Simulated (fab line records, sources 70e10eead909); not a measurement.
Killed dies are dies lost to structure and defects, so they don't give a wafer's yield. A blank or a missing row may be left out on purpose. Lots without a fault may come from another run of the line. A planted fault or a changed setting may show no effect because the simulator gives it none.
fab line records | flow nand_harc
record lots=24 wafers=72 last_day=25
route steps=1159 shown P_GATE@213 P_CONTACT@236 P_M0@267
lots that met no fault: from a run of the same line without faults
start_h: hours from the record's first day to the start of the lot's first wafer shown | wait_h: hours since the lot's step before | " the same as in the row above | L1.1+2: a row that stands for several wafers | - no value, or no start given | * or withheld: withheld | < > ~ a bound
route shown NAME@n: a module of which the file shows steps, and the number in the route of the first | usual: mean/standard deviation of fault-free wafers | same: alike in all rows | chamber/n: place in a boat | sites: the reading at each site | _std_site: their standard deviation | _edge_site: outer sites' mean less inner sites' | radius_mm: how far each site lies from the wafer's centre | mask NAME#n: copy n | behind: the tool/chamber that last shaped the wafer | hold: why the lot was held/for how many hours/how that ended | device: the transistor (n, p or np) that didn't switch | end of line: the same wafers' tests at the end of the route | a step without rows: its recipe alone | killed: dies lost to structure and defects at the first sort, not the wafer's yield | map: a wafer's dies, x killed, . not, _ none there
set.NAME: the setting as run; set.NAME@STEP: as run at that earlier step | model.NAME: the simulator's own value behind a step, which no gauge read
steps of the route over a sample of lots; a table a step, a row a wafer
services: from which hour (start_h, from the record's first day; less than 0 if before it) a tool's chamber was out of use, for how many hours, and why
## steps
# step NHARC_P_GATE_RTA_80
# recipe temp_c=300 time_s=30
# usual lamp_power_pct=2.19/0.091 wafer_temp_C_max=301.5/0.42
# same time_s=30
# columns lot.wafer tool chamber start_h wait_h lamp_power_pct wafer_temp_C_max
L074.2 rtp_anneal-02 0 109.28 - 2.07 300.9
L074.3 " 0 " " 2.08 300.8
L074.4 " 0 " " 2.07 300.9
L075.1 rtp_anneal-02 0 117.95 - 2.07 301.0
L075.3 " 0 " " 2.07 300.7
L075.4 " 0 " " 2.07 301.1
L077.1 rtp_anneal-02 0 126.15 - 2.08 301.1
L077.3 " 0 " " 2.08 301.7
L077.5 " 0 " " 2.08 301.1
L076.1 rtp_anneal-01 0 126.49 - 2.26 302.3
L076.3 " 0 " " 2.26 301.8
L076.6 " 0 " " 2.27 301.6
L078.2 rtp_anneal-01 0 134.92 - 2.26 301.7
L078.5 " 0 " " 2.26 301.5
L078.6 " 0 " " 2.26 301.4
L079.1 rtp_anneal-02 0 135.71 - 2.07 301.2
L079.4 " 0 " " 2.08 301.6
L079.5 " 0 " " 2.07 301.5
L080.2 rtp_anneal-01 0 136.17 - 2.26 301.2
L080.5 " 0 " " 2.27 301.8
L080.6 " 0 " " 2.27 301.5
L081.2 rtp_anneal-01 0 149.41 - 2.26 301.4
L081.5 " 0 " " 2.26 302.1
L081.6 " 0 " " 2.26 302.2
L082.1 rtp_anneal-01 0 153.50 - 2.26 301.4
L082.2 " 0 " " 2.26 301.6
L082.6 " 0 " " 2.26 302.1
L083.3 rtp_anneal-01 0 153.88 - 2.27 301.9
L083.4 " 0 " " 2.27 301.7
L083.5 " 0 " " 2.26 301.6
L085.2 rtp_anneal-02 0 168.13 - 2.07 301.0
L085.3 " 0 " " 2.07 301.0
L085.4 " 0 " " 2.07 301.6
L084.1 rtp_anneal-01 0 168.20 - 2.27 301.6
L084.5 " 0 " " 2.26 301.6
L084.6 " 0 " " 2.26 301.2
L087.2 rtp_anneal-01 0 189.59 - 2.26 301.5
L087.3 " 0 " " 2.26 301.4
L087.4 " 0 " " 2.26 301.7
L086.3 rtp_anneal-02 0 190.38 - 2.07 300.7
L086.4 " 0 " " 2.07 300.7
L086.6 " 0 " " 2.07 301.1
L088.2 rtp_anneal-01 0 196.06 - 2.26 301.7
L088.5 " 0 " " 2.26 302.2
L088.6 " 0 " " 2.26 301.5
L089.3 rtp_anneal-01 0 200.63 - 2.26 301.5
L089.4 " 0 " " 2.26 301.8
L089.5 " 0 " " 2.26 302.0
L090.1 rtp_anneal-01 0 203.99 - 2.26 301.6
L090.3 " 0 " " 2.26 301.9
L090.4 " 0 " " 2.26 302.1
L091.2 rtp_anneal-02 0 215.34 - 2.08 301.3
L091.3 " 0 " " 2.07 301.0
L091.4 " 0 " " 2.08 301.5
L092.1 rtp_anneal-02 0 215.69 - 2.07 300.9
L092.2 " 0 " " 2.07 301.3
L092.5 " 0 " " 2.07 301.0
L093.2 rtp_anneal-02 0 220.58 - 2.07 300.8
L093.4 " 0 " " 2.07 300.9
L093.5 " 0 " " 2.07 301.1
L094.1 rtp_anneal-01 0 228.47 - 2.26 302.0
L094.3 " 0 " " 2.26 301.7
L094.5 " 0 " " 2.26 301.8
L095.2 rtp_anneal-01 0 236.27 - 2.26 301.0
L095.4 " 0 " " 2.26 302.1
L095.6 " 0 " " 2.26 301.6
L096.1 rtp_anneal-01 0 236.58 - 2.26 301.2
L096.3 " 0 " " 2.26 301.0
L096.5 " 0 " " 2.26 301.6
L097.2 rtp_anneal-01 0 237.05 - 2.26 301.2
L097.3 " 0 " " 2.26 301.3
L097.4 " 0 " " 2.26 301.8
# step NHARC_P_CONTACT_ETCH_35
# recipe target_depth_a=390 over_etch_frac=0.3 time_s=65 ion_energy_ev=80 cf4_flow_sccm=150 ar_flow_sccm=0 rf_w=300 bias_w=100 chemistry=CF4
# usual drypump_motor_current_A=5.7/0.4 oes_product_au=1.005/0.0093 rf_vpp_V=150.7/1.1 showerhead_plenum_p_Torr=1.72/0.054 throttle_valve_pct=13.283/0.0093
# same time_s=65
# columns lot.wafer tool chamber start_h wait_h drypump_motor_current_A oes_product_au rf_hours_counter_h rf_vpp_V showerhead_plenum_p_Torr throttle_valve_pct
L074.2 rie_diel-09 1 111.67 0.1 5.1 0.994 2 149.8 1.73 13.274
L074.3 " 2 " " 5.1 1.002 3 150.3 1.69 13.279
L074.4 " 0 " " 5.7 0.999 3 150.5 1.72 13.266
L075.1 rie_diel-01 1 120.58 0.1 5.2 1.012 54 151.7 1.82 13.273
L075.3 " 2 " " 5.7 1.016 52 150.8 1.72 13.293
L075.4 " 0 " " 6.6 0.998 48 150.3 1.68 13.287
L077.3 rie_diel-09 3 128.70 0.1 6.5 1.005 4 150.1 1.68 13.298
L077.1 " 2 " " 5.1 1.015 4 149.8 1.69 13.271
L077.5 " 0 " " 5.6 1.019 - 149.4 1.72 13.284
L076.3 rie_diel-03 0 129.02 0.1 6.0 1.005 7 151.6 1.79 13.301
L076.1 " 3 " " 6.0 0.996 7 150.0 1.66 13.272
L076.6 " 1 " " 5.7 0.999 - 148.9 1.66 13.281
L078.2 rie_diel-03 3 137.33 0.1 6.0 1.002 8 150.2 1.66 13.282
L078.6 " 1 " " 5.7 1.004 - 149.9 1.66 13.280
L078.5 " 2 " " 5.6 1.016 - 152.2 1.78 13.287
L079.4 rie_diel-03 3 138.31 0.1 6.0 0.994 8 150.7 1.66 13.278
L079.1 " 0 " " 5.9 1.009 9 150.9 1.79 13.278
L079.5 " 0 " " 6.0 1.014 - 149.4 1.79 13.285
L080.2 rie_diel-09 3 138.68 0.1 6.5 1.007 5 150.6 1.68 13.298
L080.6 " 1 " " 5.1 1.006 - 151.6 1.73 13.277
L080.5 " 2 " " 5.1 1.004 - 149.6 1.69 13.279
L081.2 rie_diel-03 3 152.00 0.1 6.0 0.986 10 149.5 1.66 13.275
L081.5 " 0 " " 5.9 1.004 - 152.9 1.79 13.286
L081.6 " 1 " " 5.7 1.005 - 150.0 1.66 13.275
L082.1 rie_diel-03 0 156.09 0.1 6.0 1.005 10 151.9 1.79 13.282
L082.2 " 2 " " 5.6 1.001 10 151.4 1.78 13.276
L082.6 " 0 " " 6.0 0.990 - 152.1 1.79 13.292
L083.3 rie_diel-01 1 156.40 0.1 5.2 1.009 5 151.4 1.82 13.300
L083.4 " 2 " " 5.7 1.024 5 150.8 1.72 13.276
L083.5 " 1 " " 5.2 1.014 - 153.8 1.82 13.298
L085.4 rie_diel-09 2 170.52 0.1 5.0 1.009 8 149.8 1.69 13.284
L085.3 " 3 " " 6.5 1.001 8 150.2 1.68 13.282
L085.2 " 1 " " 5.1 1.007 7 150.6 1.73 13.267
L084.1 rie_diel-03 2 170.79 0.1 5.6 1.004 11 151.1 1.78 13.305
L084.6 " 0 " " 6.0 0.989 - 151.6 1.79 13.272
L084.5 " 3 " " 6.0 0.991 - 150.9 1.66 13.283
L087.3 rie_diel-03 2 192.11 0.1 5.6 1.016 13 151.5 1.78 13.292
L087.2 " 3 " " 6.0 0.989 13 149.0 1.66 13.295
L087.4 " 3 " " 6.0 0.997 - 149.0 1.66 13.279
L086.3 rie_diel-03 2 193.01 0.1 5.6 1.013 13 151.7 1.78 13.291
L086.4 " 0 " " 6.0 0.988 - 151.6 1.79 13.279
L086.6 " 2 " " 5.7 1.017 - 150.7 1.78 13.288
L088.2 rie_diel-03 1 198.62 0.1 5.6 1.003 13 148.6 1.66 13.283
L088.5 " 3 " " 6.0 0.998 - 150.8 1.66 13.274
L088.6 " 0 " " 6.0 0.988 - 151.5 1.79 13.276
L089.4 rie_diel-03 1 203.34 0.1 5.6 1.002 13 150.4 1.66 13.279
L089.3 " 3 " " 6.0 0.985 15 150.1 1.66 13.275
L089.5 " 2 " " 5.6 1.009 - 150.7 1.78 13.275
L090.3 rie_diel-03 1 206.57 0.1 5.6 1.015 14 148.5 1.66 13.280
L090.4 " 2 " " 5.6 0.999 15 151.8 1.78 13.289
L090.1 " 3 " " 6.0 1.004 15 150.4 1.66 13.276
L091.3 rie_diel-09 0 217.89 0.1 5.6 1.001 11 151.7 1.71 13.293
L091.4 " 1 " " 5.1 1.007 11 150.9 1.73 13.276
L091.2 " 2 " " 5.1 1.001 11 149.8 1.69 13.272
L092.2 rie_diel-09 1 218.49 0.1 5.1 1.007 11 152.3 1.73 13.294
L092.1 " 2 " " 5.0 1.009 11 150.8 1.69 13.292
L092.5 " 0 " " 5.6 0.997 - 148.9 1.71 13.282
L093.4 rie_diel-09 1 223.16 0.1 5.1 1.002 13 150.6 1.73 13.284
L093.2 " 0 " " 5.7 1.005 13 150.7 1.71 13.294
L093.5 " 2 " " 5.1 1.011 - 149.5 1.69 13.288
L094.1 rie_diel-03 2 231.55 0.1 5.6 1.009 1 150.2 1.78 13.277
L094.3 " 3 " " 6.0 1.010 1 151.1 1.66 13.284
L094.5 " 2 " " 5.6 1.008 - 151.2 1.78 13.296
L095.4 rie_diel-03 0 238.75 0.1 6.0 1.006 2 151.3 1.79 13.280
L095.2 " 1 " " 5.7 1.020 1 150.5 1.66 13.279
L095.6 " 0 " " 6.0 1.013 - 150.5 1.78 13.288
L096.1 rie_diel-03 3 239.42 0.1 6.0 1.008 2 149.5 1.66 13.294
L096.3 " 1 " " 5.7 1.022 2 149.7 1.66 13.280
L096.5 " 2 " " 5.6 1.000 - 150.7 1.78 13.276
L097.4 rie_diel-03 2 239.77 0.1 5.6 1.013 2 152.9 1.78 13.297
L097.3 " 3 " " 5.9 1.018 2 148.5 1.66 13.273
L097.2 " 0 " " 6.0 1.014 2 151.5 1.78 13.272
# step NHARC_P_CONTACT_ETCH_18
# recipe target_depth_a=4810 time_s=240.5 c4f8_flow_sccm=20 o2_flow_sccm=10 ar_flow_sccm=withheld rf_w=600 bias_w=1500 chemistry=C4F8/O2/Ar
# usual oes_product_au=0.966/0.018 rf_vpp_V=974/4.5
# same time_s=240.5
# columns lot.wafer tool chamber start_h wait_h oes_product_au rf_hours_counter_h rf_vpp_V
L074.3 rie_diel-09 3 - - 0.942 3 971
L074.4 " 1 " " 0.946 3 975
L074.2 " 2 " " 0.937 3 973
L075.1 rie_diel-01 1 - - 0.990 54 982
L075.3 " 3 " " 0.982 50 974
L075.4 " 0 " " 0.951 48 971
L077.3 rie_diel-09 0 - - 0.961 4 976
L077.1 " 1 " " 0.974 4 975
L077.5 " 3 " " 0.955 - 972
L076.1 rie_diel-03 2 - - 0.998 7 979
L076.3 " 1 " " 0.971 8 969
L076.6 " 2 " " 0.995 - 980
L078.2 rie_diel-03 0 - - 0.966 8 981
L078.6 " 0 " " 0.961 - 981
L078.5 " 1 " " 0.970 - 970
L079.1 rie_diel-03 2 - - 0.969 9 980
L079.4 " 3 " " 0.961 8 970
L079.5 " 1 " " 0.980 - 969
L080.2 rie_diel-09 1 - - 0.958 5 975
L080.6 " 3 " " 0.978 - 971
L080.5 " 0 " " 0.956 - 974
L081.2 rie_diel-03 2 - - 0.978 10 979
L081.5 " 2 " " 0.982 - 981
L081.6 " 3 " " 0.976 - 971
L082.1 rie_diel-03 0 - - 0.960 10 981
L082.2 " 1 " " 0.961 11 969
L082.6 " 0 " " 0.957 - 981
L083.3 rie_diel-01 1 - - 0.968 5 982
L083.4 " 3 " " 0.984 5 975
L083.5 " 2 " " 1.004 - 974
L085.3 rie_diel-09 1 - - 0.977 8 974
L085.2 " 2 " " 0.969 8 972
L085.4 " 0 " " 0.985 8 973
L084.1 rie_diel-03 3 - - 0.928 11 969
L084.6 " 2 " " 0.945 - 981
L084.5 " 3 " " 0.931 - 969
L087.2 rie_diel-03 3 - - 0.958 13 968
L087.3 " 2 " " 0.969 13 979
L087.4 " 2 " " 0.980 - 979
L086.3 rie_diel-03 2 - - 0.968 14 980
L086.6 " 0 " " 0.940 - 979
L086.4 " 2 " " 0.949 - 978
L088.2 rie_diel-03 2 - - 0.926 14 978
L088.5 " 2 " " 0.924 - 979
L088.6 " 3 " " 0.924 - 969
L089.4 rie_diel-03 0 - - 0.957 15 978
L089.3 " 2 " " 0.987 15 979
L089.5 " 0 " " 0.964 - 979
L090.3 rie_diel-03 0 - - 0.965 16 979
L090.4 " 2 " " 0.989 15 979
L090.1 " 3 " " 0.978 15 968
L091.4 rie_diel-09 3 - - 0.958 12 970
L091.2 " 1 " " 0.978 11 975
L091.3 " 2 " " 0.956 11 971
L092.2 rie_diel-09 0 - - 0.971 12 974
L092.1 " 3 " " 0.962 12 971
L092.5 " 0 " " 0.968 - 973
L093.2 rie_diel-09 0 - - 0.950 13 975
L093.4 " 1 " " 0.949 13 976
L093.5 " 2 " " 0.957 - 971
L094.3 rie_diel-03 0 - - 0.979 1 978
L094.1 " 2 " " 0.985 1 980
L094.5 " 1 " " 1.007 - 969
L095.2 rie_diel-03 3 - - 0.981 2 969
L095.4 " 0 " " 0.985 2 980
L095.6 " 2 " " 0.971 - 979
L096.1 rie_diel-03 1 - - 0.991 2 969
L096.3 " 2 " " 0.962 2 978
L096.5 " 0 " " 0.978 - 980
L097.2 rie_diel-03 1 - - 0.996 2 968
L097.3 " 3 " " 0.967 2 969
L097.4 " 0 " " 0.994 2 979
# step NHARC_P_CONTACT_STRIP_28
# recipe o2_flow_sccm=500 ar_flow_sccm=0 bias_w=0 chemistry=O2
# usual drypump_motor_current_A=5.6/0.54 oes_product_au=1.004/0.0081 rf_vpp_V=57.7/0.84 showerhead_plenum_p_Torr=3.41/0.079 throttle_valve_pct=17.036/0.009
# columns lot.wafer tool chamber start_h wait_h drypump_motor_current_A oes_product_au rf_hours_counter_h rf_vpp_V showerhead_plenum_p_Torr throttle_valve_pct
L074.3 rie_diel-09 2 112.53 0.1 5.0 1.006 3 57.6 3.37 17.033
L074.4 " 3 " " 6.5 0.989 3 57.3 3.35 17.033
L074.2 " 1 " " 5.1 0.999 3 57.7 3.46 17.013
L075.1 rie_diel-09 2 121.49 0.1 5.1 1.006 4 57.7 3.37 17.051
L075.3 " 3 " " 6.5 0.997 4 57.4 3.35 17.019
L075.4 " 0 " " 5.6 1.009 4 56.6 3.42 17.034
L077.1 rie_diel-09 3 129.58 0.1 6.5 1.003 4 57.5 3.35 17.044
L077.3 " 0 " " 5.7 1.019 4 58.3 3.42 17.024
L077.5 " 3 " " 6.5 0.994 - 57.3 3.35 17.017
L076.3 rie_diel-01 3 130.02 0.1 4.9 1.010 52 57.7 3.44 17.056
L076.1 " 0 " " 6.6 0.999 51 55.3 3.34 17.042
L076.6 " 0 " " 6.6 1.002 - 56.8 3.34 17.030
L078.2 rie_diel-09 0 138.22 0.1 5.7 1.006 5 57.2 3.42 17.047
L078.6 " 1 " " 5.1 0.999 - 58.9 3.46 17.019
L078.5 " 2 " " 5.1 1.014 - 59.1 3.37 17.042
L079.1 rie_diel-03 0 139.21 0.1 6.0 1.004 9 58.3 3.57 17.030
L079.4 " 1 " " 5.7 1.010 9 58.6 3.31 17.058
L079.5 " 2 " " 5.7 1.021 - 57.1 3.56 17.044
L080.2 rie_diel-03 1 139.76 0.1 5.7 1.006 9 57.9 3.31 17.040
L080.5 " 0 " " 6.0 1.004 - 58.8 3.57 17.028
L080.6 " 1 " " 5.7 1.006 - 58.0 3.31 17.035
L081.2 rie_diel-09 2 152.87 0.1 5.1 1.002 6 57.6 3.37 17.042
L081.6 " 0 " " 5.7 1.008 - 57.8 3.42 17.038
L081.5 " 1 " " 5.1 1.007 - 56.3 3.46 17.022
L082.1 rie_diel-09 1 156.96 0.1 5.1 0.996 7 58.9 3.46 17.042
L082.2 " 3 " " 6.5 0.993 7 56.5 3.35 17.037
L082.6 " 0 " " 5.7 0.990 - 57.4 3.42 17.029
L083.4 rie_diel-03 3 157.26 0.1 5.9 0.991 10 58.0 3.32 17.021
L083.3 " 0 " " 6.0 1.000 11 58.6 3.56 17.036
L083.5 " 0 " " 6.0 1.002 - 59.3 3.57 17.050
L085.3 rie_diel-09 1 171.38 0.1 5.1 1.000 8 57.3 3.46 17.033
L085.2 " 3 " " 6.5 1.000 8 58.9 3.35 17.034
L085.4 " 0 " " 5.7 0.989 8 57.6 3.42 17.030
L084.1 rie_diel-09 1 171.78 0.1 5.1 1.001 8 57.8 3.45 17.030
L084.5 " 1 " " 5.1 1.008 - 57.7 3.45 17.019
L084.6 " 2 " " 5.1 1.015 - 56.9 3.37 17.030
L087.4 rie_diel-09 0 193.17 0.1 5.7 1.001 10 56.3 3.42 17.043
L087.3 " 1 " " 5.1 1.010 9 58.9 3.45 17.047
L087.2 " 2 " " 5.1 1.008 9 58.6 3.37 17.036
L086.3 rie_diel-09 2 194.01 0.1 5.1 1.008 9 58.5 3.37 17.029
L086.4 " 3 " " 6.5 0.998 10 58.0 3.35 17.041
L086.6 " 0 " " 5.7 1.000 - 57.8 3.42 17.031
L088.2 rie_diel-09 3 199.51 0.1 6.5 0.986 10 58.5 3.35 17.049
L088.5 " 1 " " 5.1 1.005 - 56.3 3.45 17.018
L088.6 " 2 " " 5.1 1.006 - 58.0 3.37 17.032
L089.3 rie_diel-09 1 204.20 0.1 5.1 1.006 10 58.8 3.45 17.043
L089.4 " 2 " " 5.1 1.012 10 56.6 3.37 17.024
L089.5 " 1 " " 5.1 1.015 - 57.8 3.45 17.031
L090.4 rie_diel-03 2 207.42 0.1 5.7 1.007 15 57.8 3.55 17.034
L090.1 " 3 " " 6.0 0.990 15 56.9 3.31 17.046
L090.3 " 1 " " 5.7 1.002 14 56.6 3.30 17.037
L091.2 rie_diel-01 0 218.97 0.1 6.6 1.000 28 56.7 3.33 17.026
L091.3 " 1 " " 5.2 1.014 30 57.5 3.61 17.049
L091.4 " 3 " " 4.9 0.992 26 58.8 3.43 17.035
L092.2 rie_diel-09 0 219.36 0.1 5.7 0.994 12 58.9 3.42 17.044
L092.1 " 1 " " 5.1 1.006 12 57.6 3.45 17.032
L092.5 " 0 " " 5.7 1.000 - 58.3 3.42 17.042
L093.2 rie_diel-03 1 224.38 0.1 5.7 1.018 0 56.6 3.30 17.030
L093.4 " 3 " " 6.0 1.014 0 58.2 3.32 17.034
L093.5 " 1 " " 5.7 1.029 - 58.0 3.30 17.021
L094.3 rie_diel-01 0 232.40 0.1 6.6 1.004 32 57.1 3.33 17.034
L094.1 " 1 " " 5.3 1.019 35 58.0 3.60 17.031
L094.5 " 0 " " 6.6 1.003 - 57.5 3.33 17.034
L095.4 rie_diel-09 1 239.65 0.1 5.1 1.004 15 56.5 3.45 17.033
L095.2 " 2 " " 5.1 1.005 14 57.9 3.36 17.033
L095.6 " 1 " " 5.1 1.015 - 57.7 3.45 17.045
L096.1 rie_diel-09 1 240.36 0.1 5.1 1.007 15 57.0 3.45 17.046
L096.3 " 2 " " 5.1 0.996 14 58.0 3.36 17.022
L096.5 " 2 " " 5.1 1.006 - 57.3 3.36 17.049
L097.3 rie_diel-09 1 240.68 0.1 5.1 1.011 15 55.7 3.45 17.037
L097.2 " 2 " " 5.1 1.001 14 58.2 3.36 17.018
L097.4 " 0 " " 5.7 0.994 15 57.5 3.42 17.027
# step NHARC_P_M0_ETCH_34
# recipe target_depth_a=400 overetch_a=120 time_s=43.94 ion_energy_ev=200 n2_flow_sccm=150 h2_flow_sccm=150 ar_flow_sccm=0 rf_w=400 bias_w=150 chemistry=N2/H2
# usual drypump_motor_current_A=5.8/0.48 oes_product_au=0.998/0.011 rf_vpp_V=431/3.7 showerhead_plenum_p_Torr=2.06/0.13 throttle_valve_pct=14.172/0.0092
# same time_s=43.94
# columns lot.wafer tool chamber start_h wait_h drypump_motor_current_A oes_product_au rf_hours_counter_h rf_vpp_V showerhead_plenum_p_Torr throttle_valve_pct
L074.2 rie_diel-12 3 116.14 0.1 6.0 0.989 4 426 1.90 14.156
L074.3 " 0 " " 6.4 0.980 6 434 2.20 14.178
L074.4 " 1 " " 6.1 1.009 6 434 2.13 14.170
L075.1 rie_diel-06 0 132.02 0.1 5.3 0.996 3 434 2.13 14.171
L075.3 " 2 " " 6.0 0.990 5 435 2.19 14.149
L075.4 " 3 " " 6.5 0.994 4 434 2.19 14.179
L077.3 rie_diel-12 3 134.58 0.1 6.0 1.005 5 427 1.90 14.166
L077.1 " 2 " " 5.4 1.005 7 437 2.21 14.171
L077.5 " 3 " " 6.0 0.992 - 426 1.90 14.180
L076.3 rie_diel-06 1 135.15 0.1 5.9 1.009 5 425 1.90 14.169
L076.1 " 2 " " 5.9 0.986 5 435 2.19 14.170
L076.6 " 0 " " 5.3 0.994 - 432 2.13 14.181
L078.2 rie_diel-06 1 141.50 0.1 5.9 1.027 5 426 1.90 14.167
L078.5 " 1 " " 5.9 1.018 - 425 1.90 14.179
L078.6 " 2 " " 6.0 1.005 - 435 2.19 14.159
L079.4 rie_diel-06 3 142.40 0.1 6.5 1.002 5 434 2.19 14.184
L079.1 " 0 " " 5.3 0.988 5 434 2.13 14.173
L079.5 " 0 " " 5.3 0.999 - 433 2.13 14.173
L080.2 rie_diel-10 2 142.94 0.1 4.9 0.986 11 427 1.89 14.166
L080.6 " 0 " " 5.3 0.992 - 426 1.90 14.170
L080.5 " 1 " " 5.4 1.016 - 432 2.09 14.188
L081.2 rie_diel-12 1 163.87 0.1 6.2 0.998 9 432 2.12 14.172
L081.6 " 0 " " 6.4 0.975 - 434 2.20 14.181
L081.5 " 1 " " 6.2 0.987 - 432 2.12 14.172
L082.2 rie_diel-10 0 167.66 0.1 5.3 1.003 11 427 1.90 14.171
L082.1 " 1 " " 5.5 1.011 12 431 2.09 14.169
L082.6 " 1 " " 5.5 1.005 - 433 2.09 14.184
L083.3 rie_diel-12 3 167.90 0.1 6.0 0.995 7 427 1.90 14.172
L083.4 " 1 " " 6.2 0.995 - 432 2.12 14.151
L083.5 " 0 " " 6.4 0.992 - 433 2.20 14.153
L084.1 rie_diel-12 1 175.11 0.1 6.1 0.988 10 431 2.12 14.177
L084.6 " 1 " " 6.1 1.000 - 433 2.12 14.181
L084.5 " 2 " " 5.4 1.008 - 435 2.21 14.170
L085.3 rie_diel-10 3 175.33 0.1 6.1 1.012 11 430 2.02 14.175
L085.2 " 0 " " 5.3 1.002 12 427 1.90 14.173
L085.4 " 2 " " 4.9 1.010 13 426 1.89 14.181
L087.4 rie_diel-06 0 207.91 0.1 5.3 0.995 9 433 2.13 14.182
L087.3 " 1 " " 5.9 1.022 10 427 1.89 14.162
L087.2 " 2 " " 6.0 0.998 10 435 2.19 14.167
L086.3 rie_diel-06 3 208.55 0.1 6.5 1.003 10 435 2.19 14.158
L086.4 " 0 " " 5.3 1.003 9 433 2.13 14.174
L086.6 " 3 " " 6.5 0.999 - 435 2.19 14.154
L088.2 rie_diel-12 1 213.31 0.1 6.1 1.003 0 433 2.12 14.177
L088.6 " 3 " " 6.0 0.992 - 427 1.90 14.156
L088.5 " 0 " " 6.4 0.995 - 435 2.20 14.177
L089.3 rie_diel-06 3 214.27 0.1 6.5 0.989 10 435 2.19 14.170
L089.4 " 1 " " 5.9 1.019 10 426 1.89 14.170
L089.5 " 2 " " 5.9 0.983 - 435 2.19 14.162
L090.3 rie_diel-06 1 219.10 0.1 5.9 1.018 11 427 1.89 14.170
L090.1 " 2 " " 6.0 0.989 10 434 2.19 14.166
L090.4 " 0 " " 5.3 0.991 10 433 2.13 14.179
L091.2 rie_diel-10 1 222.21 0.1 5.4 0.981 2 432 2.09 14.161
L091.3 " 2 " " 4.9 1.005 2 427 1.89 14.167
L091.4 " 3 " " 6.1 0.997 2 431 2.02 14.169
L092.1 rie_diel-12 1 222.78 0.1 6.1 0.986 1 433 2.12 14.175
L092.2 " 2 " " 5.4 1.001 1 434 2.21 14.186
L092.5 " 3 " " 6.0 0.993 - 426 1.90 14.171
L093.4 rie_diel-12 0 228.43 0.1 6.4 0.984 1 436 2.20 14.181
L093.2 " 2 " " 5.4 1.005 1 434 2.21 14.192
L093.5 " 3 " " 6.0 0.991 - 427 1.90 14.172
L094.1 rie_diel-06 1 237.97 0.1 5.9 1.019 12 425 1.89 14.180
L094.3 " 2 " " 5.9 0.988 12 434 2.19 14.181
L094.5 " 2 " " 6.0 0.981 - 436 2.19 14.172
L095.2 rie_diel-10 2 244.03 0.1 4.9 1.003 3 428 1.89 14.174
L095.4 " 3 " " 6.0 0.996 3 431 2.02 14.185
L095.6 " 2 " " 4.9 1.002 - 427 1.89 14.178
L096.3 rie_diel-10 3 244.47 0.2 6.0 0.993 3 430 2.02 14.181
L096.1 " 1 " " 5.4 0.999 3 431 2.09 14.165
L096.5 " 0 " " 5.3 0.988 - 426 1.90 14.167
L097.2 rie_diel-10 2 248.89 0.1 4.9 1.008 4 427 1.89 14.162
L097.3 " 3 " " 6.0 0.994 3 430 2.02 14.189
L097.4 " 0 " " 5.3 0.981 3 426 1.90 14.184
# step NHARC_P_M0_PVD_20
# recipe target_thk_a=50 bias_v=168.6 power_w=15000 chamber_pressure_pa=0.12 time_s=8.06 substrate_temp_c=50 material=TaN
# usual throttle_valve_pct=30.4/1.1
# same time_s=8.06
# columns lot.wafer tool chamber start_h wait_h throttle_valve_pct
L074.3 pvd_sputter-03 - - - 30.4
L074.4 " - " " 30.3
L074.2 " - " " 31.9
L075.3 pvd_sputter-03 - - - 30.2
L075.1 " - " " 30.3
L075.4 " - " " 31.9
L077.3 pvd_sputter-02 - - - 28.7
L077.1 " - " " 32.3
L077.5 " - " " 28.9
L076.1 pvd_sputter-03 - - - 30.7
L076.3 " - " " 30.3
L076.6 " - " " 30.5
L078.2 pvd_sputter-03 - - - 30.2
L078.5 " - " " 30.0
L078.6 " - " " 32.0
L079.4 pvd_sputter-02 - - - 28.6
L079.1 " - " " 32.4
L079.5 " - " " 29.9
L080.2 pvd_sputter-03 - - - 30.6
L080.6 " - " " 30.7
L080.5 " - " " 30.2
L081.2 pvd_sputter-03 - - - 30.7
L081.6 " - " " 32.0
L081.5 " - " " 30.5
L082.2 pvd_sputter-02 - - - 28.5
L082.1 " - " " 29.6
L082.6 " - " " 28.6
L083.3 pvd_sputter-03 - - - 30.5
L083.4 " - " " 30.4
L083.5 " - " " 30.6
L084.1 pvd_sputter-03 - - - 30.6
L084.6 " - " " 30.3
L084.5 " - " " 30.3
L085.3 pvd_sputter-02 - - - 28.7
L085.4 " - " " 32.2
L085.2 " - " " 29.7
L087.2 pvd_sputter-01 - - - 31.5
L087.4 " - " " 29.6
L087.3 " - " " 30.9
L086.3 pvd_sputter-02 - - - 29.7
L086.4 " - " " 28.8
L086.6 " - " " 28.9
L088.2 pvd_sputter-01 - - - 30.4
L088.5 " - " " 30.9
L088.6 " - " " 30.4
L089.3 pvd_sputter-01 - - - 31.1
L089.4 " - " " 30.2
L089.5 " - " " 31.5
L090.3 pvd_sputter-01 - - - 29.5
L090.4 " - " " 30.2
L090.1 " - " " 31.3
L091.4 pvd_sputter-01 - - - 31.7
L091.2 " - " " 29.5
L091.3 " - " " 30.5
L092.2 pvd_sputter-01 - - - 30.2
L092.1 " - " " 31.4
L092.5 " - " " 31.6
L093.2 pvd_sputter-02 - - - 29.3
L093.4 " - " " 28.0
L093.5 " - " " 31.8
L094.1 pvd_sputter-02 - - - 29.6
L094.3 " - " " 27.8
L094.5 " - " " 29.7
L095.2 pvd_sputter-01 - - - 30.9
L095.4 " - " " 31.3
L095.6 " - " " 30.9
L096.1 pvd_sputter-03 - - - 30.3
L096.3 " - " " 30.6
L096.5 " - " " 30.3
L097.2 pvd_sputter-01 - - - 29.6
L097.4 " - " " 30.5
L097.3 " - " " 31.7
## services
# columns tool chamber start_h hours kind
rie_diel-06 0 85.47 7.0 repair
pvd_sputter-01 - 99.53 1.9 repair
pvd_sputter-03 - 102.04 10.0 pm
pvd_sputter-01 - 115.44 0.8 repair
rie_diel-01 2 115.69 2.7 repair
rie_diel-06 0 119.59 7.8 repair
pvd_sputter-03 - 125.88 5.1 repair
rie_diel-06 3 126.93 1.4 repair
rie_diel-12 0 135.18 6.0 repair
rie_diel-01 - 137.82 9.0 pm
pvd_sputter-01 - 158.01 10.0 pm
rie_diel-12 2 159.62 7.0 repair
rie_diel-12 3 159.77 1.8 repair
rie_diel-12 2 167.22 2.7 repair
rie_diel-03 1 169.99 10.7 repair
rie_diel-10 - 176.50 9.0 pm
rie_diel-03 1 190.83 2.9 repair
pvd_sputter-03 - 198.68 17.0 repair
rie_diel-12 - 202.40 9.0 pm
rie_diel-09 0 204.65 5.0 repair
pvd_sputter-02 - 214.00 10.0 pm
rie_diel-03 - 215.30 9.0 pm
rie_diel-01 - 228.51 2.2 repair
rie_diel-06 - 241.20 9.0 pm
## key
fault none
